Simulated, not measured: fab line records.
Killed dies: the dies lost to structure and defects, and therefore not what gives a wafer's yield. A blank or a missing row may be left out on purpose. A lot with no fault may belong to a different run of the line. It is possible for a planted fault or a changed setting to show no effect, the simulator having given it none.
Chamber matching    flow n5_finfet    cvd_co-02 running N5_MOL_CONTACT_COAG_CO_FILL_22: 3 sister chambers
The step material Co, precursor CCTBA/H2, target thk 20 nm. 3 wafers are shown with their chamber, then 8 later ones without.

EACH WAFER AND ITS CHAMBER
wafer   chamber  heater_power_w (W)
L903.1  1        224
L903.3  2        240
L904.1  0        233

WAFERS WITHOUT THEIR CHAMBER
wafer   heater_power_w (W)
L904.2  225
L904.6  243
L907.3  240
L907.4  236
L907.5  223
L908.1  237
L908.2  223
L908.6  243

CHAMBER TAKEN BY EACH
wafer    from the rows above       in truth
L904.2   1                         1
L904.6   2                         2
L907.3   2                         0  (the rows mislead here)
L907.4   can't be placed: 0 or 2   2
L907.5   1                         1
L908.1   can't be placed: 2 or 0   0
L908.2   1                         1
L908.6   2                         2
5 of 8 placed correctly. Not placeable from these rows: 2 (in 2, the candidates include the true chamber). Placed wrongly: 1.
How it was worked out, from the rows above alone: a wafer's distance from a chamber is the root of the sum, over the readings, of the square of ((its reading less the chamber's mean) divided by the reading's scatter). The wafer belongs to the nearest chamber; if the next one is less than 2 further off, it can't be placed. Each chamber's mean is taken over the wafers shown for it. The scatter: root of mean squared gap, hidden wafer to nearest shown wafer, with one shown wafer a chamber.
